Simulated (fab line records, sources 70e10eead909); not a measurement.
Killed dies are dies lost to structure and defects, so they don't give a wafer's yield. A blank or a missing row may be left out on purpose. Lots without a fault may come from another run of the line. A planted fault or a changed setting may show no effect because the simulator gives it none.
Which tool did it? | flow nand_harc | 14 lots, 42 wafers sampled, at 5 steps of a route of 1302

WHAT THE GAUGES READ, wafer by wafer
NHARC_THIN_TSV_CD_MEAS_33: target cd 5000 nm.
lot  | measured     | on        | cd_nm (nm)
L520 | day 25 08:07 | cd_sem-03 | 4998.7 4999.7 4998.7
L522 | day 25 18:25 | cd_sem-01 | 5001.0 5001.4 5000.2
L521 | day 25 09:32 | cd_sem-01 | 4998.2 5000.9 4998.2
L523 | day 25 10:43 | cd_sem-01 | 4998.4 4997.2 4998.9
L524 | day 26 04:53 | cd_sem-03 | 5001.0 5000.8 5000.1
L525 | day 26 06:17 | cd_sem-01 | 4999.9 4998.3 4999.2
L526 | day 27 00:17 | cd_sem-02 | 4998.3 4999.8 4997.8
L527 | day 27 01:28 | cd_sem-03 | 4999.5 5000.6 5000.3
L528 | day 27 23:55 | cd_sem-02 | 4998.2 4999.8 5000.1
L529 | day 27 13:55 | cd_sem-01 | 4999.2 5001.6 5000.0
L530 | day 28 16:44 | cd_sem-01 | 5000.8 5000.5 5001.5
L531 | day 29 05:56 | cd_sem-01 | 5000.1 4998.0 4999.4
L540 | day 34 00:02 | cd_sem-03 | 5000.1 5001.8
L542 | day 34 00:50 | cd_sem-02 | 5001.9

NHARC_END_SORT_01.
lot  | measured     | on        | defect_limited_yield (%) | killed_at_array | killed_at_other | killed_at_periphery | killed_dies | killed_open | killed_short
L531 | day 29 16:34 | prober-01 | 89.8 90.7 86.7           | 65 59 78        | 0 0 1           | 4 4 11              | 69 63 90    | 7 1 2       | 3 2 4
L540 | day 34 12:37 | prober-01 | 92.6 7.4 92.8            | 45 31 40        | 0 0 0           | 5 596 9             | 50 627 49   | 4 3 7       | 2 1 2
L542 | day 34 13:17 | prober-02 | 7.2 6.8 92.9             | 26 40 45        | 2 1 1           | 600 590 2           | 628 631 48  | 4 1 1       | 4 4 1

WHICH TOOL RAN EACH LOT (tool, then ch and the chambers of the sampled wafers, then the start)
lot  | NHARC_P_BONDPAD_ECD_18         | NHARC_THIN_TSV_DEGAS_49      | NHARC_THIN_TSV_PRE_CLEAN_54
L520 | ecd_cu-01 ch 0,1, day 6 23:31  | pvd_sputter-03, day 25 05:07 | pvd_sputter-01, day 25 07:10
L522 | ecd_cu-02 ch 0,1, day 7 15:12  | pvd_sputter-03, day 25 15:09 | pvd_sputter-02, day 25 17:21
L521 | ecd_cu-01 ch 0,1, day 7 15:57  | pvd_sputter-03, day 25 06:20 | pvd_sputter-02, day 25 08:26
L523 | ecd_cu-02 ch 0,1, day 7 21:11  | pvd_sputter-03, day 25 07:31 | pvd_sputter-02, day 25 09:35
L524 | ecd_cu-01 ch 0,1, day 8 10:05  | pvd_sputter-03, day 26 01:53 | pvd_sputter-01, day 26 03:58
L525 | ecd_cu-01 ch 0,1, day 8 17:22  | pvd_sputter-03, day 26 03:10 | pvd_sputter-02, day 26 05:13
L526 | ecd_cu-01 ch 1, day 9 01:05    | pvd_sputter-01, day 26 21:08 | pvd_sputter-01, day 26 23:13
L527 | ecd_cu-01 ch 0,1, day 9 12:23  | pvd_sputter-03, day 26 22:20 | pvd_sputter-02, day 27 00:24
L528 | ecd_cu-01 ch 0,1, day 10 00:53 | pvd_sputter-01, day 27 20:56 | pvd_sputter-01, day 27 22:59
L529 | ecd_cu-01 ch 0,1, day 10 08:14 | pvd_sputter-03, day 27 10:54 | pvd_sputter-01, day 27 12:58
L530 | ecd_cu-02 ch 0,1, day 10 22:36 | pvd_sputter-01, day 28 13:35 | pvd_sputter-03, day 28 15:39
L531 | ecd_cu-02 ch 0,1, day 11 02:50 | pvd_sputter-02, day 29 02:48 | pvd_sputter-01, day 29 04:52
L540 | ecd_cu-02 ch 0,1, day 15 01:21 | pvd_sputter-02, day 33 21:01 | pvd_sputter-01, day 33 23:07
L542 | ecd_cu-02 ch 0,1, day 15 23:23 | pvd_sputter-03, day 33 21:52 | pvd_sputter-03, day 33 23:57
- NHARC_P_BONDPAD_ECD_18: material Cu, target thk 400 nm.
- NHARC_THIN_TSV_DEGAS_49: time 120 s.
- NHARC_THIN_TSV_PRE_CLEAN_54: time 30 s.

WHAT THE TOOLS THEMSELVES READ (means of the sampled wafers that have a number; where no wafer has one, the mark that the record gives instead)
NHARC_THIN_TSV_DEGAS_49.
lot  | tool           | heater_power_w (W)
L520 | pvd_sputter-03 | 472
L522 | pvd_sputter-03 | 438
L521 | pvd_sputter-03 | 412
L523 | pvd_sputter-03 | 465
L524 | pvd_sputter-03 | 437
L525 | pvd_sputter-03 | 458
L526 | pvd_sputter-01 | 446
L527 | pvd_sputter-03 | 458
L528 | pvd_sputter-01 | 431
L529 | pvd_sputter-03 | 442
L530 | pvd_sputter-01 | 435
L531 | pvd_sputter-02 | 449
L540 | pvd_sputter-02 | 440
L542 | pvd_sputter-03 | 471

NHARC_THIN_TSV_PRE_CLEAN_54.
lot  | tool           | heater_power_w (W)
L520 | pvd_sputter-01 | 371
L522 | pvd_sputter-02 | 409
L521 | pvd_sputter-02 | 401
L523 | pvd_sputter-02 | 406
L524 | pvd_sputter-01 | 387
L525 | pvd_sputter-02 | 406
L526 | pvd_sputter-01 | 385
L527 | pvd_sputter-02 | 401
L528 | pvd_sputter-01 | 377
L529 | pvd_sputter-01 | 377
L530 | pvd_sputter-03 | 385
L531 | pvd_sputter-01 | 394
L540 | pvd_sputter-01 | 376
L542 | pvd_sputter-03 | 407

THE ANSWER, worked out from the rows above alone
Rule: what is usual is taken from the lots themselves. Put in order of their means at a reading, lots are off if they are a third of the lots or fewer, leave a main group of 4 or more, and stand apart from it by a gap of 3 or more times the standard deviation of the main group's means; of several such gaps the widest counts. A main group whose means are all the same, to the digits that the tables above print for the reading, isn't used. A lot without any number at a reading at which 4 lots or more have one is off too. The other lots that the step has rows for count as sound. The gauges are gone through in route order, then the tools' own readings, and for those a lot's mean is taken as printed above. The first step at which some lot is off is used, and at that step the reading that is off furthest; a lot without a number counts as furthest.
No lot is off at any reading shown: from this, nothing can be told.

WHAT THE SIMULATOR HAD PUT IN
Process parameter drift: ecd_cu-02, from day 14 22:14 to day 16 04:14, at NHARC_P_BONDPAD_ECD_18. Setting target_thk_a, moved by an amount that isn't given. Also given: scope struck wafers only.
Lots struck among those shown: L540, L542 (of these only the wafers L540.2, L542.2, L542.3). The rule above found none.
